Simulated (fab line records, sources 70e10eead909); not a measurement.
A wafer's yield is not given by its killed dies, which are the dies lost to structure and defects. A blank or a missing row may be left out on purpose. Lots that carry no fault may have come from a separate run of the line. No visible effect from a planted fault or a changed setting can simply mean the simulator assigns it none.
fab line records -- flow nand-harc
record lots=11, wafers=33, last-day=34
route steps=1302 shown A_STAIRCASE@881 A_SGD_CUT@902 END@1302
lots that met no fault: taken from a fault-free run of the same line
start-h: the number of hours between the record's first day and the start of the first shown wafer of the lot -- wait-h: hours since the lot's step before -- " as in the row above -- L1.1+2: a single row standing in for several wafers -- - no value present, or no start provided -- * or withheld: withheld -- < > ~ a bound
route shown NAME@n: names a module that has steps shown in the file, with the first one's number in the route -- usual: the fault-free wafers' mean and standard deviation -- same: alike in all rows -- chamber/n: place in a boat -- sites: readings site by site -- _std_site: standard deviation of those values -- _edge_site: mean of outer sites minus mean of inner sites -- radius-mm: for every site, how far away it sits from the centre of the wafer -- mask NAME#n: copy n -- behind: the last tool/chamber to shape the wafer -- hold: why the lot was held/for how many hours/how that ended -- device: whichever transistor did not switch (one of n, p or np) -- end of line: the same wafers' tests at the end of the route -- a step given without rows: its recipe and nothing more -- killed: at the first sort, the dies lost to defects and structure; wafer yield is something else -- map: the dies of a wafer, with x for killed, . for not killed, _ for no die there
set.NAME: setting as actually run; set.NAME@STEP: the setting as run at that earlier step -- model.NAME: the simulator's own value behind a step, which no gauge read
one table for each step of the route and one row for each wafer, over a sample of lots
services: when a tool's chamber went out of use (start-h, in hours from the record's first day, below 0 if earlier), for how many hours, and the reason
## steps
# step NHARC_A_STAIRCASE_ETCHBACK_422
# recipe target-depth-a=400, over-etch-frac=0.3, time-s=74.286, ion-energy-ev=120, ch3f-flow-sccm=50, o2-flow-sccm=30, ar-flow-sccm=200, rf-w=500, bias-w=100, chemistry=CH3F/O2
# usual drypump-motor-current-A=5.7/0.38, oes-product-au=0.94/0.032, rf-vpp-V=244.2/1.7, showerhead-plenum-p-Torr=2.44/0.11, throttle-valve-pct=20.662/0.01
lot.wafer,tool,chamber,start-h,wait-h,drypump-motor-current-A,oes-product-au,rf-hours-counter-h,rf-vpp-V,showerhead-plenum-p-Torr,throttle-valve-pct
L794.1,rie-diel-01,1,429.20,0.1,5.6,0.99,12,245.3,2.49,20.686
L794.2,rie-diel-01,2,429.20,0.1,6.0,1.01,14,244.7,2.45,20.657
L794.4,rie-diel-01,3,429.20,0.1,6.2,1.01,15,243.3,2.34,20.659
L797.2,rie-diel-07,2,456.65,0.1,5.5,0.92,46,243.8,2.40,20.650
L797.1,rie-diel-07,3,456.65,0.1,5.8,0.93,54,242.4,2.41,20.650
L797.4,rie-diel-07,0,456.65,0.1,5.0,0.94,-,243.4,2.35,20.663
L800.3,rie-diel-06,0,485.75,0.1,6.2,1.01,43,246.7,2.55,20.659
L800.2,rie-diel-06,3,485.75,0.1,5.8,0.99,65,247.3,2.62,20.650
L800.5,rie-diel-06,0,485.75,0.1,6.3,1.01,-,244.6,2.55,20.650
L801.4,rie-diel-01,0,508.86,0.2,5.3,0.93,38,242.6,2.36,20.653
L801.6,rie-diel-01,2,508.86,0.2,6.0,0.93,-,243.3,2.44,20.656
L801.5,rie-diel-01,3,508.86,0.2,6.2,0.91,-,242.0,2.32,20.649
L802.4,rie-diel-01,0,518.49,0.2,5.3,0.93,-,243.0,2.36,20.654
L802.6,rie-diel-01,2,518.49,0.2,6.0,0.94,-,244.1,2.44,20.669
L802.5,rie-diel-01,3,518.49,0.2,6.2,0.92,-,242.9,2.32,20.673
L803.2,rie-diel-01,1,519.54,0.1,5.6,0.92,47,245.7,2.48,20.671
L803.3,rie-diel-01,2,519.54,0.1,6.0,0.93,51,245.2,2.44,20.654
L803.5,rie-diel-01,2,519.54,0.1,5.9,0.93,-,243.9,2.43,20.658
L811.3,rie-diel-07,3,595.99,0.1,5.8,0.99,41,244.1,2.39,20.654
L811.2,rie-diel-07,1,595.99,0.1,5.3,0.99,37,245.3,2.60,20.666
L811.6,rie-diel-07,0,595.99,0.1,5.0,1.01,-,244.8,2.33,20.664
L810.3,rie-diel-01,3,596.13,0.1,6.2,0.98,6,241.8,2.31,20.675
L810.1,rie-diel-01,0,596.13,0.1,5.3,1.00,6,243.0,2.35,20.655
L810.4,rie-diel-01,1,596.13,0.1,5.6,0.98,7,244.4,2.47,20.670
L813.3,rie-diel-01,2,619.87,0.2,6.0,0.99,15,245.6,2.42,20.668
L813.2,rie-diel-01,3,619.87,0.2,6.2,0.97,13,240.1,2.31,20.667
L813.6,rie-diel-01,1,619.87,0.2,5.6,0.97,-,243.5,2.46,20.658
L816.4,rie-diel-01,0,643.22,0.2,5.3,0.92,20,243.2,2.35,20.650
L816.2,rie-diel-01,1,643.22,0.2,5.6,0.90,23,244.6,2.46,20.653
L816.6,rie-diel-01,0,643.22,0.2,5.3,0.92,-,243.7,2.35,20.673
L817.1,rie-diel-01,3,676.80,0.2,6.2,0.91,31,242.5,2.30,20.658
L817.3,rie-diel-01,0,676.80,0.2,5.3,0.91,35,243.0,2.34,20.664
L817.5,rie-diel-01,0,676.80,0.2,5.3,0.92,-,243.7,2.34,20.657
# step NHARC_A_SGD_CUT_OVL_MEAS_10
# usual overlay-x-nm=0.1/0.88, overlay-y-nm=0.1/0.83
lot.wafer,tool,chamber,start-h,wait-h,overlay-x-nm,overlay-y-nm
L794.1,overlay-01,-,431.35,-,-1.2,-0.1
L794.2,overlay-01,-,431.35,-,-0.5,-1.0
L794.4,overlay-01,-,431.35,-,-0.6,-1.0
L797.1,overlay-01,-,458.73,-,-1.4,0.5
L797.2,overlay-01,-,458.73,-,-1.1,0.5
L797.4,overlay-01,-,458.73,-,-1.0,0.1
L800.2,overlay-02,-,487.97,-,-0.8,1.3
L800.3,overlay-02,-,487.97,-,-1.0,1.3
L800.5,overlay-02,-,487.97,-,-0.7,1.2
L801.4,overlay-01,-,510.96,-,-1.3,-0.5
L801.5,overlay-01,-,510.96,-,-0.4,-0.8
L801.6,overlay-01,-,510.96,-,-1.1,-0.6
L802.4,overlay-01,-,520.64,-,1.3,0.3
L802.5,overlay-01,-,520.64,-,1.6,0.6
L802.6,overlay-01,-,520.64,-,1.6,0.1
L803.2,overlay-02,-,521.62,-,0.5,1.9
L803.3,overlay-02,-,521.62,-,0.8,2.2
L803.5,overlay-02,-,521.62,-,0.9,1.7
L811.2,overlay-02,-,598.07,-,-0.6,0.8
L811.3,overlay-02,-,598.07,-,-0.5,0.8
L811.6,overlay-02,-,598.07,-,-0.9,1.0
L810.1,overlay-02,-,598.37,-,1.6,0.5
L810.3,overlay-02,-,598.37,-,1.5,0.3
L810.4,overlay-02,-,598.37,-,1.8,0.7
L813.2,overlay-01,-,622.04,-,0.8,0.6
L813.3,overlay-01,-,622.04,-,1.4,1.0
L813.6,overlay-01,-,622.04,-,0.6,0.4
L816.2,overlay-02,-,645.37,-,0.2,-1.4
L816.4,overlay-02,-,645.37,-,-0.5,-1.1
L816.6,overlay-02,-,645.37,-,-0.1,-0.8
L817.1,overlay-01,-,679.01,-,0.0,0.2
L817.3,overlay-01,-,679.01,-,-0.3,0.1
L817.5,overlay-01,-,679.01,-,-0.6,0.5
# step NHARC_A_SGD_CUT_DESCUM_14
# recipe time-s=3, o2-flow-sccm=200, ar-flow-sccm=0, bias-power-w=0, chemistry=O2
# usual drypump-motor-current-A=5.6/0.44, oes-product-au=1.000/0.012, rf-vpp-V=57.8/0.87, showerhead-plenum-p-Torr=1.92/0.088, throttle-valve-pct=11.309/0.0092
lot.wafer,tool,chamber,start-h,wait-h,drypump-motor-current-A,oes-product-au,rf-hours-counter-h,rf-vpp-V,showerhead-plenum-p-Torr,throttle-valve-pct
L794.1,rie-diel-09,2,431.45,0.1,5.3,0.999,4,57.5,2.01,11.295
L794.4,rie-diel-09,0,431.45,0.1,5.5,0.990,4,56.9,1.82,11.310
L794.2,rie-diel-09,1,431.45,0.1,5.7,1.015,4,58.4,1.88,11.309
L797.1,rie-diel-02,3,458.83,0.1,5.8,1.005,6,58.0,1.79,11.297
L797.2,rie-diel-02,1,458.83,0.1,6.2,1.019,6,57.7,2.02,11.302
L797.4,rie-diel-02,2,458.83,0.1,5.2,0.989,6,58.1,2.05,11.309
L800.3,rie-diel-11,1,488.08,0.1,6.7,0.977,3,57.2,1.89,11.303
L800.2,rie-diel-11,2,488.08,0.1,5.9,0.996,3,58.0,1.96,11.306
L800.5,rie-diel-11,0,488.08,0.1,5.4,0.996,-,56.8,1.79,11.316
L801.4,rie-diel-02,0,511.08,0.1,5.9,1.005,10,56.8,1.89,11.310
L801.6,rie-diel-02,1,511.08,0.1,6.1,1.018,-,57.9,2.02,11.307
L801.5,rie-diel-02,2,511.08,0.1,5.2,0.983,-,57.1,2.05,11.316
L802.4,rie-diel-11,3,520.75,0.1,5.4,0.992,4,57.2,2.01,11.316
L802.6,rie-diel-11,2,520.75,0.1,5.9,1.001,-,57.1,1.96,11.313
L802.5,rie-diel-11,3,520.75,0.1,5.4,0.991,-,58.0,2.01,11.329
L803.2,rie-diel-09,0,521.74,0.1,5.5,1.002,0,56.7,1.82,11.300
L803.3,rie-diel-09,1,521.74,0.1,5.7,1.012,0,56.1,1.88,11.309
L803.5,rie-diel-09,3,521.74,0.1,4.9,1.009,-,58.8,1.99,11.321
L811.3,rie-diel-11,3,598.17,0.1,5.4,0.984,9,57.3,2.01,11.319
L811.2,rie-diel-11,0,598.17,0.1,5.4,0.999,10,56.9,1.79,11.311
L811.6,rie-diel-11,3,598.17,0.1,5.5,0.991,-,58.1,2.01,11.324
L810.4,rie-diel-02,3,598.47,0.1,5.8,1.003,2,57.9,1.79,11.313
L810.1,rie-diel-02,0,598.47,0.1,5.9,1.010,1,58.1,1.89,11.306
L810.3,rie-diel-02,2,598.47,0.1,5.2,1.002,2,58.3,2.05,11.304
L813.2,rie-diel-11,3,622.14,0.1,5.5,0.996,0,57.5,2.01,11.311
L813.3,rie-diel-11,2,622.14,0.1,5.9,1.007,0,58.1,1.96,11.291
L813.6,rie-diel-11,0,622.14,0.1,5.4,0.991,-,56.5,1.79,11.316
L816.4,rie-diel-11,1,645.47,0.1,6.7,0.978,2,56.6,1.88,11.308
L816.2,rie-diel-11,2,645.47,0.1,5.9,1.003,2,58.8,1.96,11.322
L816.6,rie-diel-11,0,645.47,0.1,5.4,0.994,-,56.8,1.79,11.319
L817.1,rie-diel-11,3,679.13,0.1,5.4,1.005,4,58.5,2.01,11.307
L817.3,rie-diel-11,0,679.13,0.1,5.4,0.983,3,57.3,1.78,11.303
L817.5,rie-diel-11,2,679.13,0.1,5.9,1.006,-,59.2,1.96,11.317
# step NHARC_A_SGD_CUT_ETCH_15
# recipe target-depth-a=750, time-s=64.3, ch3f-flow-sccm=50, o2-flow-sccm=30, ar-flow-sccm=200, rf-w=500, bias-w=100, chemistry=CH3F/O2
# usual bias-w=100.0/0.33, ch3f-flow-sccm=50.01/0.17, drypump-motor-current-A=5.6/0.43, oes-product-au=0.961/0.019, rf-vpp-V=263.9/1.9, showerhead-plenum-p-Torr=2.47/0.11, throttle-valve-pct=20.663/0.0084
lot.wafer,tool,chamber,start-h,wait-h,bias-w,ch3f-flow-sccm,drypump-motor-current-A,oes-product-au,rf-hours-counter-h,rf-vpp-V,showerhead-plenum-p-Torr,throttle-valve-pct
L794.4,rie-diel-09,0,431.94,-,100.2,49.90,5.5,0.924,4,261.8,2.35,20.651
L794.1,rie-diel-09,1,431.94,-,100.1,50.35,5.7,0.951,4,264.3,2.42,20.663
L794.2,rie-diel-09,3,431.94,-,100.3,50.12,4.9,0.957,4,265.3,2.56,20.666
L797.2,rie-diel-02,2,459.32,-,99.6,49.85,5.2,0.959,6,265.3,2.63,20.657
L797.4,rie-diel-02,3,459.32,-,100.4,49.90,5.8,0.959,6,260.6,2.31,20.654
L797.1,rie-diel-02,0,459.32,-,100.2,49.96,5.9,0.966,6,263.0,2.43,20.674
L800.2,rie-diel-11,3,488.57,-,-,-,-,-,-,-,-,-
L800.3,rie-diel-11,0,488.57,-,-,-,-,-,-,-,-,-
L800.5,rie-diel-11,2,488.57,-,-,-,-,-,-,-,-,-
L801.4,rie-diel-02,2,511.56,-,-,-,-,-,-,-,-,-
L801.6,rie-diel-02,3,511.56,-,-,-,-,-,-,-,-,-
L801.5,rie-diel-02,0,511.56,-,-,-,-,-,-,-,-,-
L802.4,rie-diel-11,3,521.23,-,99.4,50.02,5.5,0.931,4,267.3,2.58,20.667
L802.5,rie-diel-11,3,521.23,-,100.0,50.02,5.5,0.948,-,265.4,2.58,20.648
L802.6,rie-diel-11,0,521.23,-,99.8,49.76,5.4,0.948,-,261.4,2.30,20.667
L803.2,rie-diel-09,0,522.22,-,100.5,49.91,5.5,0.972,1,262.1,2.34,20.664
L803.3,rie-diel-09,1,522.22,-,99.8,49.95,5.7,0.970,0,263.2,2.42,20.666
L803.5,rie-diel-09,2,522.22,-,99.8,49.91,5.3,0.963,-,265.3,2.58,20.657
L811.3,rie-diel-11,2,598.65,-,100.1,50.13,5.9,0.952,9,264.9,2.52,20.651
L811.2,rie-diel-11,0,598.65,-,99.8,49.94,5.4,0.956,10,260.1,2.30,20.655
L811.6,rie-diel-11,1,598.65,-,100.3,49.76,6.7,0.949,-,262.7,2.42,20.668
L810.1,rie-diel-02,3,598.95,-,99.5,50.11,5.8,0.961,2,260.1,2.30,20.671
L810.4,rie-diel-02,0,598.95,-,100.1,49.94,5.9,0.971,2,264.4,2.43,20.657
L810.3,rie-diel-02,1,598.95,-,100.1,50.04,6.1,0.987,1,265.3,2.59,20.667
L813.2,rie-diel-11,3,622.62,-,100.6,49.96,5.5,0.955,0,265.8,2.58,20.666
L813.3,rie-diel-11,2,622.62,-,100.4,50.21,5.9,0.984,0,262.8,2.52,20.672
L813.6,rie-diel-11,3,622.62,-,100.9,50.04,5.5,0.956,-,266.7,2.58,20.677
L816.2,rie-diel-11,0,645.96,-,99.6,49.96,5.4,0.930,1,261.2,2.30,20.668
L816.4,rie-diel-11,1,645.96,-,100.3,50.09,6.7,0.903,2,264.0,2.42,20.665
L816.6,rie-diel-11,3,645.96,-,100.2,49.88,5.4,0.933,-,267.5,2.58,20.671
L817.3,rie-diel-11,0,679.90,-,99.7,50.01,5.4,0.946,3,262.6,2.30,20.674
L817.1,rie-diel-11,2,679.90,-,100.0,50.08,5.9,0.941,5,263.2,2.52,20.671
L817.5,rie-diel-11,3,679.90,-,99.9,49.93,5.4,0.948,-,265.5,2.58,20.636
# step NHARC_END_SORT_01
# recipe temp-c=25
# usual killed-at-array=55/15, killed-at-other=1.0/1.2, killed-at-periphery=3.4/2.2, killed-dies=59/15, killed-open=3.2/2, killed-short=2.5/1.7
# same gross-dies=677
lot.wafer,tool,chamber,start-h,wait-h,killed-at-array,killed-at-other,killed-at-periphery,killed-dies,killed-open,killed-short
L800.2,prober-02,0,620.29,2.8,676,0,1,677,2,3
L800.3,prober-02,0,621.09,3.1,674,1,2,677,5,3
L800.5,prober-02,0,622.68,3.7,673,0,4,677,4,2
L801.4,prober-01,0,641.80,3.4,672,0,5,677,8,6
L801.5,prober-01,0,642.59,3.7,675,0,2,677,2,2
L801.6,prober-01,0,643.38,4.0,676,0,1,677,6,3
# killed by level:class
L800.2 A_SGD_CUT:area-etch=600 A_SLIT:chamber-film-flake=33 A_CHANNEL_HOLE_D2:chamber-film-flake=19 A_CHANNEL_HOLE_D1:chamber-film-flake=10 A_CONTACT:chamber-film-flake=4 A_WL_FILL:chamber-film-flake=3 A_STAIRCASE:chamber-film-flake=2 P_M2:geometric-particle:short=1
L800.3 A_SGD_CUT:area-etch=620 A_SLIT:chamber-film-flake=26 A_CHANNEL_HOLE_D2:chamber-film-flake=12 A_CHANNEL_HOLE_D1:chamber-film-flake=4 A_CONTACT:chamber-film-flake=4 A_ONON_D1:geometric-particle:short=2 A_STAIRCASE:chamber-film-flake=2 P_M0:geometric-particle:open=1
L800.5 A_SGD_CUT:area-etch=610 A_SLIT:chamber-film-flake=33 A_CHANNEL_HOLE_D2:chamber-film-flake=16 A_CHANNEL_HOLE_D1:chamber-film-flake=5 A_STAIRCASE:chamber-film-flake=4 A_WL_FILL:chamber-film-flake=3 P_GATE:geometric-particle:open=2 P_CONTACT:geometric-particle:open=1
L801.4 A_SGD_CUT:area-etch=630 A_CHANNEL_HOLE_D2:chamber-film-flake=10 A_CHANNEL_HOLE_D1:chamber-film-flake=9 A_CONTACT:chamber-film-flake=8 A_STAIRCASE:chamber-film-flake=3 P_M0:geometric-particle:open=2 A_ONON_D2:geometric-particle:open=2 A_WL_FILL:geometric-particle:short=2
L801.5 A_SGD_CUT:area-etch=646 A_CHANNEL_HOLE_D2:chamber-film-flake=9 A_CONTACT:chamber-film-flake=8 A_STAIRCASE:chamber-film-flake=4 A_CHANNEL_HOLE_D1:chamber-film-flake=2 P_M2:geometric-particle:open=1 A_ONON_D1:geometric-particle:short=1 A_DECK1_JOINT:geometric-particle:open=1
L801.6 A_SGD_CUT:area-etch=638 A_CHANNEL_HOLE_D2:chamber-film-flake=14 A_CONTACT:chamber-film-flake=9 A_CHANNEL_HOLE_D1:chamber-film-flake=4 A_M0:geometric-particle:open=2 P_CONTACT:geometric-particle:open=1 A_ONON_D1:geometric-particle:short=1 A_CHANNEL_FILL_D1:geometric-particle:open=1
## services
tool,chamber,start-h,hours,kind
rie-diel-07,2,418.06,6.2,repair
rie-diel-11,0,422.54,20.2,repair
rie-diel-11,-,432.50,9.0,pm
rie-diel-07,1,455.72,4.9,repair
rie-diel-07,-,473.83,9.0,pm
rie-diel-09,-,487.98,0.5,repair
rie-diel-09,-,497.10,9.0,pm
rie-diel-07,0,521.78,16.0,repair
rie-diel-09,-,525.22,0.2,repair
rie-diel-09,-,529.65,0.7,repair
rie-diel-09,2,545.26,13.2,repair
rie-diel-07,2,548.44,31.2,repair
rie-diel-01,-,560.43,9.0,pm
rie-diel-02,0,568.53,3.7,repair
rie-diel-02,-,570.70,9.0,pm
rie-diel-11,-,609.50,9.0,pm
rie-diel-11,0,629.64,7.3,repair
rie-diel-11,3,634.94,4.3,repair
rie-diel-02,1,638.88,25.5,repair
rie-diel-07,3,648.84,12.2,repair
rie-diel-07,-,650.83,9.0,pm
rie-diel-02,-,653.56,0.1,repair
rie-diel-11,2,672.49,4.3,repair
rie-diel-09,-,674.10,9.0,pm
## key
first-sign step=NHARC_A_SGD_CUT_ETCH_15, reading=tool-record, direction=missing
effect step=NHARC_END_SORT_01, reading=killed-dies, direction=up, sigmas=42, usual=59, struck=677
more-kills-born-at NHARC_A_SGD_CUT_ETCH_15@rie-diel-02=1914, NHARC_A_SGD_CUT_ETCH_15@rie-diel-11=1830
met-at NHARC_A_SGD_CUT_ETCH_15
struck-lots L800,L801
later-rows-left-out L800.2,L800.3,L800.5,L801.4,L801.5,L801.6
tester-left-out L800,L801
not-acting-at NHARC_A_STAIRCASE_ETCHBACK_422,NHARC_A_SGD_CUT_OVL_MEAS_10,NHARC_A_SGD_CUT_DESCUM_14
onset-between 459.32 488.57
fault kind=skipped-step-whole, tool=rie-diel-02,rie-diel-11, chamber=-, onset-h=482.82, steps=NHARC_A_SGD_CUT_ETCH_15, scope=struck-lots-only
# tester-left-out: of these lots the tester's yield and bins aren't shown, on N5 and GAA mostly nor the transistor test; their killed dies are dies lost to structure and defects alone, not to doping, threshold or leakage, so they don't give the yield
# later-rows-left-out: the simulator's readings of these wafers behind a module that went badly wrong aren't trusted and aren't shown, but for the sort
